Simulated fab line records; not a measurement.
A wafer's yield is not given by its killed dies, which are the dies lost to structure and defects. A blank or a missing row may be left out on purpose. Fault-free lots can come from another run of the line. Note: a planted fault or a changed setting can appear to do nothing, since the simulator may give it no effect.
A single fault, viewed from 2 desks -- flow n5_finfet -- each desk has only its own numbers; what lay behind them comes last

## THE TOOL OWNER'S DESK: pecvd-03
The tool's own readings at N5_BEOL_M1_ILD_DEP_00 (deposits SiOC from DEMS/O2, target thk 79 nm, time 15.3 s): means of the sampled wafers that have a number, for each lot that ran on this tool. Any lot whose mean is over 4 standard deviations away from the usual mean is out of limits and marked OUT; that distance is given in the brackets.
Columns: A = heater_power_w at N5_BEOL_M1_ILD_DEP_00, usual 457 W; B = showerhead_plenum_p_Torr at N5_BEOL_M1_ILD_DEP_00, usual 5.691 Torr; C = throttle_valve_pct at N5_BEOL_M1_ILD_DEP_00, usual 11.5 %
lot,first seen here,A,B,C
L453,day 6 04:28,446,5.695,11.6
L463,day 8 21:28,498,5.680,11.7
L464,day 9 03:02,474,5.712,11.6
Result from this desk: across the 3 lots, nothing is out of limits.

## METROLOGY DESK
What the gauges read for every lot (on any tool): the sampled wafers with a number, averaged. Any lot whose mean is over 4 standard deviations away from the usual mean is out of limits and marked OUT; that distance is given in the brackets. It has 11 readings, of which 7 appear: the earliest out of limits, and the ones furthest out on some lot.
Columns: A = M1_ILD_THK at N5_BEOL_M1_THK_MEAS_01, usual 79.7 nm; B = DIBL_N at N5_BEOL_M4_RC_MEAS_101, usual 37.5 mV/V; C = IOFF_N at N5_BEOL_M4_RC_MEAS_101, usual 0.18 nA/um; D = ION_N at N5_BEOL_M4_RC_MEAS_101, usual 677 uA/um; E = ION_P at N5_BEOL_M4_RC_MEAS_101, usual 464 uA/um; F = SS_N at N5_BEOL_M4_RC_MEAS_101, usual 72.0 mV/dec; G = VT_N at N5_BEOL_M4_RC_MEAS_101, usual 249 mV
lot,first seen here,A,B,C,D,E,F,G
L452,day 6 03:02,79.7,38.7,0.19,675,455,72.4,250
L453,day 6 04:32,80.6,38.3,0.21,678,463,72.3,245
L459,day 7 17:18,79.6,37.7,0.19,687,476,71.7,248
L463,day 8 21:34,107.8 (+26) OUT,38.8,0.20,687,474,72.0,248
L464,day 9 03:07,109.4 (+27) OUT,39.6,0.24,684,470,73.1,241
L465,day 9 10:20,80.3,36.9,0.16,672,461,71.2,251
L468,day 9 22:39,80.2,40.3,0.22,693,472,72.9,246
L472,day 10 20:22,78.6,39.7,0.21,685,466,72.3,245
L471,day 10 20:34,80.3,37.5,0.16,678,462,71.8,250
L474,day 11 09:47,79.0,36.5,0.17,674,462,72.0,250
This desk reports L463, L464 out of limits; the earliest was L463 at day 8 21:34 (M1_ILD_THK at N5_BEOL_M1_THK_MEAS_01). Within limits: L452, L453, L459, L465, L468, L472, L471, L474.

## ALL TOGETHER
At day 8 21:34 the metrology desk could have sounded an alarm, on L463, L464.
The tool owner's desk saw nothing out of limits.
Tool owner's desk: L463, L464 on record, inside its limits.
All the named lots went through N5_BEOL_M1_ILD_DEP_00 on pecvd-03.

## WHAT THE SIMULATOR PUT IN
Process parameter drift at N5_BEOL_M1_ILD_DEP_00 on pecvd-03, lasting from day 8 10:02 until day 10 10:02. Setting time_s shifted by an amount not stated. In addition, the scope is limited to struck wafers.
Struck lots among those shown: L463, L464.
Time in hours between the start of the fault and the first out-of-limits reading at each desk: metrology desk, 12.
